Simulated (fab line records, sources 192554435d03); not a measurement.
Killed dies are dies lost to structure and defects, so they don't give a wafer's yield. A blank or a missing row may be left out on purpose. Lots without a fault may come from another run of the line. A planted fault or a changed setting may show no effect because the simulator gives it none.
One fault seen from 2 desks | flow n5_finfet | each desk has only its own numbers; what lay behind them comes last

THE TOOL OWNER'S DESK: cmp-03
The tool's own readings at N5_MOL_CONTACT_COAG_CMP_28 (polishes, stops on SiNx, t overpolish 0.85 s, target thk 14.522 nm): means of the sampled wafers that have a number, for each lot that ran on this tool. A lot is out of limits, marked OUT, if its mean lies more than 4 standard deviations from the usual mean; the brackets give that distance.
Columns: A = edge_zone_pressure_frac at N5_MOL_CONTACT_COAG_CMP_28, usual 1.000; B = motor_current_A at N5_MOL_CONTACT_COAG_CMP_28, usual 12.5 A; C = platen_rpm at N5_MOL_CONTACT_COAG_CMP_28, usual 51.80 rpm; D = slurry_flow_ml_min at N5_MOL_CONTACT_COAG_CMP_28, usual 150.0; E = time_to_endpoint_s at N5_MOL_CONTACT_COAG_CMP_28, usual 5.0 s
lot  | first seen here | A     | B    | C               | D     | E
L879 | day 5 07:49     | 0.999 | 11.5 | 51.80           | 150.2 | 4.0
L881 | day 5 19:11     | 0.998 | 11.9 | 51.11 (-18) OUT | 150.6 | 6.3
L883 | day 6 08:10     | 1.002 | 12.0 | 51.12 (-18) OUT | 149.8 | 3.9
L894 | day 9 02:11     | 1.004 | 11.9 | 51.78           | 150.2 | 5.4
L901 | day 10 19:33    | 0.998 | 11.5 | 51.81           | 150.3 | 4.4
This desk's finding: out of limits on L881, L883; first on L881, day 5 19:11 (platen_rpm at N5_MOL_CONTACT_COAG_CMP_28). In limits: L879, L894, L901.

THE METROLOGY DESK
What the gauges read, lot by lot, whatever tool the lot ran on: means of the sampled wafers that have a number. A lot is out of limits, marked OUT, if its mean lies more than 4 standard deviations from the usual mean; the brackets give that distance. Of its 10 readings 7 are shown: those that lie furthest out on some lot.
Columns: A = DIBL_N at N5_BEOL_M4_RC_MEAS_101, usual 36.4 mV/V; B = DIBL_P at N5_BEOL_M4_RC_MEAS_101, usual 35.8 mV/V; C = IOFF_N at N5_BEOL_M4_RC_MEAS_101, usual 0.154 nA/um; D = IOFF_P at N5_BEOL_M4_RC_MEAS_101, usual 0.21 nA/um; E = SS_P at N5_BEOL_M4_RC_MEAS_101, usual 73.2 mV/dec; F = VT_N at N5_BEOL_M4_RC_MEAS_101, usual 250.4 mV; G = VT_P at N5_BEOL_M4_RC_MEAS_101, usual -250 mV
lot  | first seen here | A    | B    | C     | D    | E    | F     | G
L879 | day 8 03:09     | 37.8 | 37.2 | 0.165 | 0.24 | 73.3 | 250.6 | -248
L881 | day 8 18:55     | 36.5 | 36.2 | 0.156 | 0.18 | 73.2 | 251.5 | -255
L883 | day 9 13:22     | 33.9 | 33.5 | 0.127 | 0.20 | 72.7 | 251.9 | -248
L891 | day 11 06:43    | 38.8 | 38.4 | 0.192 | 0.25 | 74.6 | 246.4 | -247
L892 | day 12 03:29    | 36.3 | 36.0 | 0.156 | 0.18 | 72.9 | 250.9 | -256
L894 | day 12 18:56    | 34.7 | 35.0 | 0.146 | 0.21 | 72.7 | 249.1 | -249
L897 | day 13 00:23    | 36.4 | 35.7 | 0.156 | 0.19 | 72.6 | 250.6 | -251
L899 | day 13 09:31    | 36.1 | 36.1 | 0.147 | 0.24 | 73.2 | 250.6 | -246
L901 | day 14 10:36    | 37.3 | 35.6 | 0.155 | 0.20 | 72.8 | 250.1 | -251
This desk's finding: nothing out of limits on any of the 9 lots.

PUT TOGETHER
The tool owner's desk could have raised an alarm at day 5 19:11, on L881, L883.
The metrology desk saw nothing out of limits.
The metrology desk has L881, L883 on record, within its limits.
Of the lots named, all ran N5_MOL_CONTACT_COAG_CMP_28 on cmp-03.

WHAT THE SIMULATOR HAD PUT IN
Process parameter drift: cmp-03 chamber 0, from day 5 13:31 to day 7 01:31, at N5_MOL_CONTACT_COAG_CMP_28. Setting platen_rpm, moved by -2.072, from 51.8. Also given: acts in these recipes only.
Lots struck among those shown: L881, L883.
Hours from the fault's start to each desk's first reading out of limits: the tool owner's desk, 6.
